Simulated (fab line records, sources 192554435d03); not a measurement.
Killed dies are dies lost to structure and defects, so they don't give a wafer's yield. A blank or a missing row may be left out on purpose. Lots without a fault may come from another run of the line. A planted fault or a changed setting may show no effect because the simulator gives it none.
fab line records | flow n5_finfet
record lots=7 wafers=20 last_day=16
route steps=1938 shown BEOL_M14@1750 PASSIVATION@1936
lots that met no fault: from a run of the same line without faults
start_h: hours from the record's first day to the start of the lot's first wafer shown | wait_h: hours since the lot's step before | " the same as in the row above | L1.1+2: a row that stands for several wafers | - no value, or no start given | * or withheld: withheld | < > ~ a bound
route shown NAME@n: a module of which the file shows steps, and the number in the route of the first | usual: mean/standard deviation of fault-free wafers | same: alike in all rows | chamber/n: place in a boat | sites: the reading at each site | _std_site: their standard deviation | _edge_site: outer sites' mean less inner sites' | radius_mm: how far each site lies from the wafer's centre | mask NAME#n: copy n | behind: the tool/chamber that last shaped the wafer | hold: why the lot was held/for how many hours/how that ended | device: the transistor (n, p or np) that didn't switch | end of line: the same wafers' tests at the end of the route | a step without rows: its recipe alone | killed: dies lost to structure and defects at the first sort, not the wafer's yield | map: a wafer's dies, x killed, . not, _ none there
set.NAME: the setting as run; set.NAME@STEP: as run at that earlier step | model.NAME: the simulator's own value behind a step, which no gauge read
lots at some steps of the route; a table a step, a row a wafer
services: from which hour (start_h, from the record's first day; less than 0 if before it) a tool's chamber was out of use, for how many hours, and why
## steps
# step N5_BEOL_M14_ETCH_67
# recipe chemistry=CF4 target=SiARC target_depth_a=1430 time_s=238.3 ion_energy_ev=80 pressure_mtorr=40 source_w=545 bias_w=36 Ar_flow_sccm=100 cf4_flow_sccm=100 ends=cleared
# usual drypump_motor_current_A=5.50/0.26 etch_rf_on_time_s=237/6.2 oes_product_au=0.72/0.078 rf_vpp_V=184.2/1.3 showerhead_plenum_p_Torr=2.15/0.081 throttle_valve_pct=15.42/0.24
# columns lot.wafer tool chamber start_h wait_h drypump_motor_current_A etch_rf_on_time_s oes_product_au rf_hours_counter_h rf_vpp_V showerhead_plenum_p_Torr throttle_valve_pct
L133.1 rie_diel-01 2 274.70 0.0 5.78 245 0.61 214 182.5 2.04 15.80
L133.4 " 2 " " 5.76 244 0.61 - 183.9 2.04 15.80
L133.6 " 3 " " 5.25 236 0.71 - 184.7 2.07 15.45
L137.2 rie_diel-03 1 280.80 0.0 5.85 228 0.82 12 185.0 2.20 15.49
L137.5 " 1 " " 5.85 228 0.82 - 185.1 2.20 15.52
L137.6 " 2 " " 4.92 226 0.75 - 186.0 2.27 15.59
L136.1 rie_diel-01 2 281.90 0.0 5.76 242 0.61 217 182.1 2.04 15.82
L136.2 " 0 " " 5.31 253 0.57 248 185.1 2.19 15.69
L136.5 " 0 " " 5.33 253 0.57 - 184.5 2.19 15.69
L139.1 rie_diel-01 1 315.38 0.0 5.63 237 0.80 9 184.4 2.27 15.17
L139.2 " 3 " " 5.26 237 0.69 88 183.1 2.06 15.48
L139.3 " 2 " " 5.78 243 0.61 231 183.7 2.03 15.83
L138.1 rie_diel-03 1 322.52 0.0 5.85 227 0.78 28 184.3 2.20 15.53
L138.2 " 2 " " 4.94 227 0.74 66 185.0 2.26 15.63
L138.6 " 1 " " 5.84 228 0.79 - 183.3 2.20 15.54
L143.4 rie_diel-04 3 322.98 0.1 5.21 239 0.60 - 184.2 2.11 15.67
L143.5 " 2 " " 5.40 233 0.77 - 183.0 2.10 15.20
L149.1 rie_diel-04 3 366.34 0.0 5.23 240 0.58 245 184.0 2.10 15.70
L149.3 " 2 " " 5.42 231 0.75 54 183.2 2.09 15.24
L149.6 " 0 " " 5.52 244 0.79 - 182.1 2.10 15.16
# step N5_BEOL_M14_ETCH_68
# recipe chemistry=N2/H2 target=SOC mask_material=SiARC source_w=3000 bias_w=350 temp_c=40 time_s=450 ion_energy_ev=200 pressure_mtorr=30 n2_flow_sccm=200 h2_flow_sccm=200
# step N5_BEOL_M14_STRIP_69
# recipe chemistry=N2/H2 temp_c=40 n2_flow_sccm=200 h2_flow_sccm=200 rf_frequency_hz=6e+07
# step N5_BEOL_M14_TRENCH_ETCH_34
# recipe chemistry=C4F8/O2/Ar target=SiO2 target_depth_a=5566.5 mask_material=SOC he_inner_torr=15 he_outer_torr=30 time_s=126.9 ion_energy_ev=800 pressure_mtorr=20 source_w=1905 bias_w=2040 Ar_flow_sccm=400 C4F8_flow_sccm=16 O2_flow_sccm=12
# usual drypump_motor_current_A=5.51/0.26 oes_ar_750_au=0.84/0.085 oes_product_au=0.84/0.091 rf_vpp_V=2203/36 showerhead_plenum_p_Torr=3.46/0.13 throttle_valve_pct=30.68/0.29
# columns lot.wafer tool chamber start_h wait_h drypump_motor_current_A oes_ar_750_au oes_product_au rf_hours_counter_h rf_vpp_V showerhead_plenum_p_Torr throttle_valve_pct
L133.1 rie_diel-01 2 275.12 0.0 5.81 0.73 0.71 214 2201 3.28 30.92
L133.4 " 2 " " 5.80 0.72 0.71 - 2199 3.28 30.93
L133.6 " 3 " " 5.24 0.83 0.82 - 2165 3.31 30.45
L137.2 rie_diel-03 1 281.22 0.0 5.85 0.94 0.96 13 2202 3.54 31.26
L137.5 " 1 " " 5.86 0.95 0.96 - 2201 3.54 31.27
L137.6 " 2 " " 4.93 0.88 0.88 - 2181 3.65 31.26
L136.1 rie_diel-01 2 282.32 0.0 5.78 0.72 0.71 217 2199 3.27 30.93
L136.2 " 0 " " 5.34 0.68 0.66 248 2218 3.51 30.83
L136.5 " 0 " " 5.36 0.69 0.66 - 2219 3.51 30.83
L139.1 rie_diel-01 1 315.80 0.0 5.62 0.94 0.94 10 2280 3.64 30.39
L139.2 " 3 " " 5.25 0.81 0.81 88 2165 3.31 30.46
L139.3 " 2 " " 5.77 0.71 0.70 231 2199 3.27 30.95
L138.1 rie_diel-03 1 322.94 0.0 5.85 0.91 0.93 28 2200 3.54 31.26
L138.2 " 2 " " 4.90 0.86 0.87 66 2181 3.64 31.28
L138.6 " 1 " " 5.83 0.92 0.92 - 2200 3.54 31.29
L143.4 rie_diel-04 3 323.39 0.1 5.24 0.71 0.70 - 2212 3.37 30.67
L143.5 " 2 " " 5.41 0.89 0.91 - 2204 3.35 30.32
L149.1 rie_diel-04 3 366.76 0.0 5.23 0.69 0.69 245 2213 3.37 30.69
L149.3 " 2 " " 5.41 0.87 0.88 54 2204 3.35 30.35
L149.6 " 0 " " 5.51 0.93 0.92 - 2171 3.38 30.51
# step N5_BEOL_M14_STRIP_70
# recipe chemistry=C4F8/O2/Ar resist=SiARC rf_frequency_hz=6e+07
# step N5_BEOL_M14_OCD_MEAS_35
# usual trench_depth_nm=559/16
# columns lot.wafer tool chamber start_h wait_h trench_depth_nm
L133.1 ocd-02 - 275.28 0.0 540
L133.4 " - " " 537
L133.6 " - " " 559
L137.2 ocd-02 - 281.38 0.0 585
L137.5 " - " " 588
L137.6 " - " " 582
L136.1 ocd-02 - 282.48 0.0 538
L136.2 " - " " 519
L136.5 " - " " 518
L139.1 ocd-01 - 315.95 0.0 551
L139.2 " - " " 555
L139.3 " - " " 539
L138.1 ocd-01 - 323.09 0.0 588
L138.2 " - " " 586
L138.6 " - " " 586
L143.4 ocd-02 - 323.49 0.0 558
L143.5 " - " " 576
L149.1 ocd-01 - 366.91 0.0 549
L149.3 " - " " 569
L149.6 " - " " 541
# step N5_BEOL_M14_STRIP_37
# recipe chemistry=O2 power_w=600 temp_c=60 pressure_mtorr=30 rf_frequency_hz=6e+07 bias_power_w=0 overash_fraction=0.3 o2_flow_sccm=225
# usual drypump_motor_current_A=5.51/0.29 oes_product_au=0.83/0.087 rf_vpp_V=3.6/0.95 showerhead_plenum_p_Torr=2.11/0.079 throttle_valve_pct=16.52/0.25
# columns lot.wafer tool chamber start_h wait_h drypump_motor_current_A oes_product_au rf_hours_counter_h rf_vpp_V showerhead_plenum_p_Torr throttle_valve_pct
L133.1 rie_diel-01 2 276.30 1.0 5.77 0.70 215 5.4 1.98 16.82
L133.4 " 0 " " 5.30 0.68 - 2.0 2.14 16.73
L133.6 " 3 " " 5.23 0.83 - 3.1 2.02 16.46
L137.2 rie_diel-01 3 281.54 0.2 5.24 0.82 74 3.1 2.02 16.49
L137.5 " 3 " " 5.25 0.81 - 3.2 2.02 16.46
L137.6 " 0 " " 5.35 0.67 - 4.0 2.14 16.71
L136.1 rie_diel-03 0 283.64 1.2 5.82 0.87 46 4.9 2.13 16.15
L136.2 " 1 " " 5.85 0.93 14 4.8 2.15 16.55
L136.5 " 2 " " 4.93 0.88 - 2.8 2.23 16.70
L139.1 rie_diel-03 2 316.19 0.2 4.90 0.83 65 2.9 2.23 16.75
L139.2 " 3 " " 5.43 0.80 101 2.6 2.14 16.86
L139.3 " 1 " " 5.83 0.90 26 3.1 2.15 16.58
L138.1 rie_diel-04 2 325.25 2.2 5.40 0.89 40 4.4 2.05 16.22
L138.2 " 0 " " 5.50 1.00 5 2.9 2.06 16.19
L138.6 " 2 " " 5.41 0.90 - 2.9 2.05 16.20
L143.4 rie_diel-01 2 325.69 2.2 5.76 0.69 234 2.7 1.98 16.85
L143.5 " 2 " " 5.78 0.71 - 1.8 1.98 16.87
L149.1 rie_diel-04 0 367.02 0.1 5.52 0.93 19 3.2 2.06 16.30
L149.3 " 1 " " 5.93 0.91 9 3.6 2.23 16.27
L149.6 " 0 " " 5.54 0.94 - 3.0 2.06 16.22
# step N5_BEOL_M14_ETCH_38
# recipe chemistry=CF4/N2 target=SiCN target_depth_a=1065 taper_deg=2 time_s=120.6 ion_energy_ev=150 mask_material=SiO2 pressure_mtorr=40 source_w=430 bias_w=70 Ar_flow_sccm=100 cf4_flow_sccm=60 n2_flow_sccm=60
# step N5_BEOL_M14_PRECLEAN_39
# recipe chemistry=residue_remover time_s=60 temp_c=40
# step N5_BEOL_M14_SRD_40
# recipe time_s=30 temp_c=23 rinse_liquid=diw dry=n2_spin spin_rpm=1500 dry_time_s=30
# step N5_BEOL_M14_DEGAS_41
# recipe ambient=vacuum temp_c=300 time_s=60
# step N5_BEOL_M14_PRE_CLEAN_42
# recipe gas=H2/He time_s=30 temp_c=300
# usual heater_power_w=478/35
# columns lot.wafer tool chamber start_h wait_h heater_power_w
L133.1 pvd_sputter-02 - 276.92 0.0 454
L133.4 " - " " 579
L133.6 " - " " 568
L137.2 pvd_sputter-02 - 281.91 0.0 460
L137.5 " - " " 460
L137.6 " - " " 439
L136.1 pvd_sputter-02 - 283.97 0.0 443
L136.2 " - " " 557
L136.5 " - " " 455
L139.1 pvd_sputter-03 - 317.86 0.0 476
L139.2 " - " " 464
L139.3 " - " " 497
L138.1 pvd_sputter-02 - 325.99 0.0 483
L138.2 " - " " 559
L138.6 " - " " 562
L143.4 pvd_sputter-02 - 326.31 0.0 474
L143.5 " - " " 471
L149.1 pvd_sputter-03 - 367.34 0.0 459
L149.3 " - " " 478
L149.6 " - " " 460
# step N5_BEOL_M14_SPUTTER_43
# recipe material=TaN target_thk_a=150 temp_c=50 bias_v=168.6 power_w=15000 chamber_pressure_pa=0.12 time_s=24.19
# usual substrate_temp_c=50.01/0.13 throttle_valve_pct=29.3/1.1
# columns lot.wafer tool chamber start_h wait_h substrate_temp_c throttle_valve_pct model.TaN_of_BEOL_M14_SPUTTER_43.thk_nm
L133.1 pvd_sputter-02 - 276.96 0.0 49.94 30.8 15.2
L133.4 " - " " 50.05 28.4 15.4
L133.6 " - " " 50.20 28.2 15.4
L137.2 pvd_sputter-02 - 281.95 0.0 49.92 26.8 15.2
L137.5 " - " " 50.31 30.3 14.8
L137.6 " - " " 49.82 30.6 14.8
L136.1 pvd_sputter-02 - 284.01 0.0 49.96 26.6 15.2
L136.2 " - " " 50.04 28.4 15
L136.5 " - " " 49.83 26.6 28.2
L139.1 pvd_sputter-03 - 317.90 0.0 50.18 28.7 15
L139.2 " - " " 50.25 29.5 14.8
L139.3 " - " " 50.10 29.8 15
L138.1 pvd_sputter-02 - 326.03 0.0 50.11 30.2 14.8
L138.2 " - " " 50.11 28.3 14.8
L138.6 " - " " 50.09 28.4 28
L143.4 pvd_sputter-02 - 326.35 0.0 50.13 30.5 15
L143.5 " - " " 49.93 30.2 28.4
L149.1 pvd_sputter-03 - 367.38 0.0 50.18 29.8 15.2
L149.3 " - " " 50.08 29.2 15
L149.6 " - " " 50.22 29.9 15
# step N5_BEOL_M14_SPUTTER_44
# recipe material=Ta target_thk_a=150 temp_c=50 bias_v=80 power_w=15000 chamber_pressure_pa=0.07 time_s=24.19
# usual substrate_temp_c=50.00/0.13 throttle_valve_pct=29.3/1.1
# columns lot.wafer tool chamber start_h wait_h substrate_temp_c throttle_valve_pct
L133.1 pvd_sputter-02 - 277.04 0.0 49.88 30.4
L133.4 " - " " 50.22 28.6
L133.6 " - " " 50.30 28.3
L137.2 pvd_sputter-02 - 282.03 0.0 50.00 27.0
L137.5 " - " " 49.91 30.5
L137.6 " - " " 50.11 30.5
L136.1 pvd_sputter-02 - 284.09 0.0 50.09 26.6
L136.2 " - " " 50.04 28.6
L136.5 " - " " 50.08 26.6
L139.1 pvd_sputter-03 - 317.98 0.0 50.05 29.0
L139.2 " - " " 50.21 29.6
L139.3 " - " " 49.74 29.9
L138.1 pvd_sputter-02 - 326.11 0.0 49.92 30.3
L138.2 " - " " 50.15 28.3
L138.6 " - " " 50.34 28.4
L143.4 pvd_sputter-02 - 326.43 0.0 50.17 30.6
L143.5 " - " " 49.93 30.4
L149.1 pvd_sputter-03 - 367.46 0.0 49.84 29.9
L149.3 " - " " 50.08 29.3
L149.6 " - " " 49.89 29.7
# step N5_BEOL_M14_SPUTTER_45
# recipe material=Cu target_thk_a=1000 temp_c=-20 bias_v=60 power_w=26000 chamber_pressure_pa=0.13 time_s=16.67
# step N5_BEOL_M14_ECD_47
# recipe material=Cu target_thk_a=12480
# step N5_BEOL_M14_ANNEAL_48
# recipe temp_c=225 time_s=90 ambient=N2
# step N5_BEOL_M14_CMP_49
# recipe stop_on=SiO2 t_overpolish_s=5.2 down_force_psi=2 platen_rpm=80 clearing_platen_down_force_psi=2 clearing_platen_rpm=80 post_cmp_clean=cu_alkaline target_thk_nm=560 clearing_platen_pad_velocity_m_s=1.5917 pad_velocity_m_s=1.5917
# usual barrier_field_endpoint_s=11.52/0.29 motor_current_A=7.6/1
# columns lot.wafer tool chamber start_h wait_h barrier_field_endpoint_s motor_current_A
L133.1 cmp-04 2 277.86 0.4 11.43 9.2
L133.4 " 0 " " 11.47 7.1
L133.6 " 3 " " 11.78 6.4
L137.2 cmp-04 1 282.72 0.2 11.33 7.6
L137.6 " 1 " " 11.17 7.7
L137.5 " 2 " " 11.11 9.7
L136.2 cmp-02 2 284.98 0.2 11.93 5.7
L136.1 " 0 " " 11.82 7.6
L136.5 " 1 " " 16.91 7.0
L139.2 cmp-02 3 318.96 0.4 11.38 9.0
L139.3 " 0 " " 11.65 7.4
L139.1 " 2 " " 11.47 6.1
L138.2 cmp-01 2 326.80 0.2 11.66 8.0
L138.1 " 3 " " 11.24 7.9
L138.6 " 3 " " 16.33 7.3
L143.4 cmp-02 2 327.13 0.1 11.26 6.2
L143.5 " 3 " " 16.66 8.9
L149.3 cmp-01 1 368.49 0.2 11.28 7.1
L149.1 " 0 " " 10.88 8.8
L149.6 " 1 " " 11.49 7.2
# step N5_BEOL_M14_THK_MEAS_50
# recipe thk_meas_gauge=xrf reads=Cu_of_BEOL_M14_ECD_47
# usual M14_THK=572/16
# columns lot.wafer tool chamber start_h wait_h M14_THK[nm]
L133.1 film_metro-02 - 278.15 - 561
L133.4 " - " " 556
L133.6 " - " " 584
L137.2 film_metro-02 - 283.01 - 604
L137.5 " - " " 605
L137.6 " - " " 599
L136.1 film_metro-02 - 285.24 - 560
L136.2 " - " " 537
L136.5 " - " " 521
L139.1 film_metro-02 - 319.26 - 567
L139.2 " - " " 572
L139.3 " - " " 557
L138.1 film_metro-02 - 327.10 - 608
L138.2 " - " " 607
L138.6 " - " " 589
L143.4 film_metro-02 - 327.42 - 584
L143.5 " - " " 585
L149.1 film_metro-01 - 368.78 - 551
L149.3 " - " " 575
L149.6 " - " " 545
# step N5_PASSIVATION_PROBE_49
# usual defect_limited_yield=91.3/1.4 killed_at_M0_to_M3=33/11 killed_at_M4_up=15/6.2 killed_at_contacts=13/6.5 killed_at_front_end=38/11 killed_at_other=3.4/2.6 killed_dies=102/17 killed_open=67/12 killed_short=34/7.9 sort_bin_5_function=5.1/0.88 sort_bin_6_memory=3.3/0.65 sort_bin_8_speed=0.00/0.0099 sort_n_pass=1078/17 sort_yield_pct=91.3/1.4
# same gross_dies=1180 killed_at_back_side=0 sort_bin_4_leakage[%]=0
# columns lot.wafer tool chamber start_h wait_h defect_limited_yield[%] killed_at_M0_to_M3 killed_at_M4_up killed_at_contacts killed_at_front_end killed_at_other killed_dies killed_open killed_short sort_bin_5_function[%] sort_bin_6_memory[%] sort_bin_8_speed[%] sort_n_pass sort_yield_pct[%]
L133.1 prober-02 - 297.59 0.0 90.8 26 7 34 34 7 108 72 36 5.5 3.5 0 1072 90.8
L133.4 prober-02 - 297.74 0.2 90.0 36 8 13 57 4 118 79 39 5.3 4.4 0 1062 90.0
L133.6 prober-02 - 297.84 0.3 90.8 38 15 8 48 0 109 75 29 4.7 3.7 0 1071 90.8
L137.2 prober-01 - 304.41 0.1 92.5 34 16 7 30 2 89 56 28 4.0 3.1 0 1091 92.5
L137.5 prober-01 - 304.56 0.2 92.9 36 6 5 33 4 84 52 30 4.6 2.1 0 1096 92.9
L137.6 prober-01 - 304.61 0.3 91.4 34 14 11 40 3 102 81 20 5.2 3.1 0.08 1078 91.4
L136.1 prober-02 - 310.62 0.0 90.6 52 8 10 37 4 111 59 51 5.5 3.4 0 1069 90.6
L136.2 prober-02 - 310.67 0.1 89.7 54 15 19 28 6 122 89 31 6.4 3.6 0 1058 89.7
L136.5 prober-02 - 310.82 0.2 87.5 60 23 21 38 5 147 95 49 7.6 4.3 0 1033 87.5
L139.1 prober-01 - 338.93 0.4 91.6 43 11 9 32 4 99 67 31 5.5 2.7 0 1081 91.6
L139.2 prober-01 - 338.98 0.4 93.6 42 8 7 18 1 76 58 18 4.6 1.7 0 1104 93.6
L139.3 prober-01 - 339.03 0.5 91.1 31 12 14 39 9 105 62 41 4.6 3.8 0 1075 91.1
L138.1 prober-01 - 346.02 0.0 90.5 34 12 18 48 0 112 69 39 5.4 3.5 0 1068 90.5
L138.2 prober-01 - 346.07 0.1 90.8 40 12 6 43 8 109 73 35 5.3 3.3 0 1071 90.8
L138.6 prober-01 - 346.27 0.3 92.5 29 10 15 30 5 89 62 27 4.2 2.9 0 1091 92.5
L143.4 prober-02 - 346.81 0.2 90.4 30 14 13 53 3 113 66 47 6.2 3.2 0 1067 90.4
L143.5 prober-02 - 346.86 0.2 91.2 38 26 6 34 0 104 71 32 5.3 3.3 0 1076 91.2
L149.1 prober-02 - 392.52 0.0 90.8 33 24 14 30 7 108 71 35 5.3 3.5 0 1072 90.8
L149.3 prober-02 - 392.62 0.1 91.3 18 25 18 38 4 103 74 28 4.7 3.9 0 1077 91.3
L149.6 prober-02 - 392.77 0.3 91.8 11 25 12 48 1 97 61 34 4.8 3.1 0 1083 91.8
# killed by level:class
L133.1 MOL_CONTACT_COAG:geometric_particle:open=26 MOL_CONTACT_COAG:geometric_particle:short=8 BEOL_M3:geometric_particle:open=8 FIN_SAQP:geometric_particle:short=6 ILD0:geometric_particle:short=6 BEOL_M0_SAQP:geometric_particle:short=5 BEOL_M0_SAQP:geometric_particle:open=5 DUMMY_GATE:geometric_particle:open=4
L133.4 STI_FIN_REVEAL:geometric_particle:open=13 BEOL_M1:geometric_particle:open=12 MOL_CONTACT_COAG:geometric_particle:open=11 FIN_SAQP:geometric_particle:short=10 FIN_SAQP:geometric_particle:open=9 BEOL_M3:geometric_particle:open=9 GATE_CUT:geometric_particle:short=8 BEOL_M0:geometric_particle:open=5
L133.6 STI_FIN_REVEAL:geometric_particle:open=10 FIN_SAQP:geometric_particle:open=9 BEOL_M3:geometric_particle:open=9 FIN_SAQP:geometric_particle:short=8 MOL_CONTACT_COAG:geometric_particle:open=7 BEOL_M4:geometric_particle:open=7 BEOL_M0:geometric_particle:open=5 BEOL_M0_SAQP:geometric_particle:open=5
L137.2 BEOL_M3:geometric_particle:open=13 BEOL_M2:geometric_particle:open=8 MOL_CONTACT_COAG:geometric_particle:open=7 STI_FIN_REVEAL:geometric_particle:open=6 GATE_CUT:geometric_particle:short=6 DUMMY_GATE:geometric_particle:open=5 BEOL_M0_SAQP:geometric_particle:open=4 DUMMY_GATE:geometric_particle:short=3
L137.5 BEOL_M0_SAQP:geometric_particle:open=14 BEOL_M0_SAQP:geometric_particle:short=13 DUMMY_GATE:geometric_particle:open=8 STI_FIN_REVEAL:geometric_particle:open=7 STARTING-WAFER:geometric_particle:short=6 GATE_CUT:geometric_particle:short=5 MOL_CONTACT_COAG:geometric_particle:open=4 BEOL_M3:geometric_particle:open=4
L137.6 STI_FIN_REVEAL:geometric_particle:open=14 MOL_CONTACT_COAG:geometric_particle:open=10 BEOL_M0_SAQP:geometric_particle:open=8 DUMMY_GATE:geometric_particle:open=7 BEOL_M0_SAQP:geometric_particle:short=6 BEOL_M0:geometric_particle:open=6 BEOL_M2:geometric_particle:open=5 BEOL_M3:geometric_particle:open=5
L136.1 BEOL_M0_SAQP:geometric_particle:open=15 BEOL_M0_SAQP:geometric_particle:short=11 GATE_CUT:geometric_particle:short=10 MOL_CONTACT_COAG:geometric_particle:open=9 FIN_SAQP:geometric_particle:short=5 BEOL_M2:geometric_particle:short=5 STARTING-WAFER:geometric_particle:short=4 BEOL_M3:geometric_particle:open=4
L136.2 MOL_CONTACT_COAG:geometric_particle:open=17 BEOL_M0_SAQP:geometric_particle:open=15 STI_FIN_REVEAL:geometric_particle:open=13 BEOL_M3:geometric_particle:open=11 BEOL_M0_SAQP:geometric_particle:short=9 BEOL_M2:geometric_particle:open=6 BEOL_M4:geometric_particle:open=4 BEOL_M1:geometric_particle:open=4
L136.5 MOL_CONTACT_COAG:geometric_particle:open=21 STI_FIN_REVEAL:geometric_particle:open=15 BEOL_M2:geometric_particle:open=10 BEOL_M0_SAQP:geometric_particle:short=9 BEOL_M3:geometric_particle:open=9 BEOL_M3:geometric_particle:short=8 BEOL_M4:geometric_particle:open=7 GATE_CUT:geometric_particle:short=6
L139.1 FIN_SAQP:geometric_particle:open=12 BEOL_M2:geometric_particle:open=12 MOL_CONTACT_COAG:geometric_particle:open=9 BEOL_M1:geometric_particle:open=9 BEOL_M0_SAQP:geometric_particle:short=8 STARTING-WAFER:geometric_particle:open=5 BEOL_M2:geometric_particle:short=4 BEOL_M3:geometric_particle:open=4
L139.2 BEOL_M1:geometric_particle:open=15 BEOL_M2:geometric_particle:open=7 MOL_CONTACT_COAG:geometric_particle:open=7 BEOL_M0_SAQP:geometric_particle:short=5 FIN_SAQP:geometric_particle:open=4 BEOL_M0_SAQP:geometric_particle:open=4 BEOL_M3:geometric_particle:open=4 STI_FIN_REVEAL:geometric_particle:open=3
L139.3 MOL_CONTACT_COAG:geometric_particle:open=12 BEOL_M1:geometric_particle:open=12 FIN_SAQP:geometric_particle:open=7 FIN_SAQP:geometric_particle:short=5 DUMMY_GATE:geometric_particle:open=5 BEOL_M0_SAQP:geometric_particle:short=5 BEOL_M2:geometric_particle:open=5 STARTING-WAFER:geometric_particle:short=5
L138.1 MOL_CONTACT_COAG:geometric_particle:open=13 STI_FIN_REVEAL:geometric_particle:open=12 BEOL_M2:geometric_particle:open=10 FIN_SAQP:geometric_particle:open=8 BEOL_M0_SAQP:geometric_particle:short=6 GATE_CUT:geometric_particle:short=5 MOL_CONTACT_COAG:geometric_particle:short=5 BEOL_M2:geometric_particle:short=5
L138.2 STI_FIN_REVEAL:geometric_particle:open=13 BEOL_M0_SAQP:geometric_particle:short=10 BEOL_M2:geometric_particle:open=10 FIN_SAQP:geometric_particle:open=9 BEOL_M1:geometric_particle:open=7 BEOL_M4:geometric_particle:open=6 FIN_SAQP:geometric_particle:short=4 GATE_CUT:geometric_particle:open=4
L138.6 MOL_CONTACT_COAG:geometric_particle:open=12 BEOL_M2:geometric_particle:open=11 STI_FIN_REVEAL:geometric_particle:open=5 DUMMY_GATE:geometric_particle:open=5 GATE_CUT:geometric_particle:short=5 FIN_SAQP:geometric_particle:open=4 BEOL_M0_SAQP:geometric_particle:short=4 BEOL_M1:geometric_particle:open=4
L143.4 FIN_SAQP:geometric_particle:short=20 FIN_SAQP:geometric_particle:open=13 MOL_CONTACT_COAG:geometric_particle:open=10 BEOL_M1:geometric_particle:short=8 BEOL_M1:geometric_particle:open=8 GATE_CUT:geometric_particle:open=4 BEOL_M0_SAQP:geometric_particle:open=4 DUMMY_GATE:geometric_particle:open=3
L143.5 BEOL_M4:geometric_particle:open=15 FIN_SAQP:geometric_particle:open=13 BEOL_M1:geometric_particle:open=13 FIN_SAQP:geometric_particle:short=7 BEOL_M1:geometric_particle:short=7 BEOL_M2:geometric_particle:open=7 MOL_CONTACT_COAG:geometric_particle:open=5 STI_FIN_REVEAL:geometric_particle:open=4
L149.1 BEOL_M4:geometric_particle:open=13 MOL_CONTACT_COAG:geometric_particle:open=12 BEOL_M2:geometric_particle:open=11 GATE_CUT:geometric_particle:open=5 BEOL_M1:geometric_particle:open=5 BEOL_M4:geometric_particle:short=5 BEOL_M0_SAQP:geometric_particle:open=4 FIN_SAQP:geometric_particle:short=4
L149.3 MOL_CONTACT_COAG:geometric_particle:open=17 BEOL_M4:geometric_particle:open=15 GATE_CUT:geometric_particle:short=11 BEOL_M2:geometric_particle:open=11 GATE_CUT:geometric_particle:open=7 FIN_SAQP:geometric_particle:short=4 FIN_SAQP:geometric_particle:open=4 BEOL_M4:geometric_particle:short=4
L149.6 BEOL_M4:geometric_particle:open=15 MOL_CONTACT_COAG:geometric_particle:open=12 STI_FIN_REVEAL:geometric_particle:open=9 FIN_SAQP:geometric_particle:short=8 BEOL_M0_SAQP:geometric_particle:short=7 GATE_CUT:geometric_particle:short=5 STARTING-WAFER:geometric_particle:short=5 FIN_SAQP:geometric_particle:open=4
## services
# columns tool chamber start_h hours kind
rie_diel-01 1 259.55 - clean
rie_diel-01 1 259.55 - consumable_replace:focus_ring
rie_diel-01 1 259.55 - consumable_replace:showerhead
rie_diel-01 1 259.55 32.3 scheduled_down
rie_diel-01 1 259.55 32.3 vent_cycle
rie_diel-04 2 262.52 29.1 repair
cmp-04 - 263.49 6.0 pm
cmp-01 - 273.51 0.9 repair
rie_diel-03 0 285.15 18.7 repair
cmp-02 - 289.29 2.2 repair
rie_diel-04 0 291.63 - clean
rie_diel-01 0 291.88 - clean
rie_diel-01 0 291.88 - consumable_replace:focus_ring
rie_diel-01 0 291.88 17.7 scheduled_down
rie_diel-01 0 291.88 17.7 vent_cycle
cmp-01 - 318.87 1.8 repair
cmp-02 - 319.89 0.4 repair
cmp-02 - 348.41 0.5 repair
rie_diel-03 2 360.21 3.0 repair
rie_diel-01 2 368.58 - clean
rie_diel-01 2 368.58 - consumable_replace:focus_ring
rie_diel-01 2 368.58 - consumable_replace:showerhead
rie_diel-01 2 368.58 24.0 scheduled_down
rie_diel-01 2 368.58 24.0 vent_cycle
## key
first_sign step=N5_BEOL_M14_CMP_49 reading=barrier_field_endpoint_s direction=up sigmas=18 usual=11.52 struck=16.63
effect none on later readings
model_effect step=N5_BEOL_M14_SPUTTER_43 value=TaN_of_BEOL_M14_SPUTTER_43.thk_nm without=15 struck=28.2
met_at N5_BEOL_M14_SPUTTER_43
struck_wafers L136.5,L138.6,L143.5
onset_between 281.95 284.01
fault kind=process_parameter_drift tool=pvd_sputter-02 chamber=- onset_h=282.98 steps=N5_BEOL_M14_SPUTTER_43 channel=time_s offset=* shape=step end_h=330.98 scope=struck_wafers_only acts_in=* stated=*
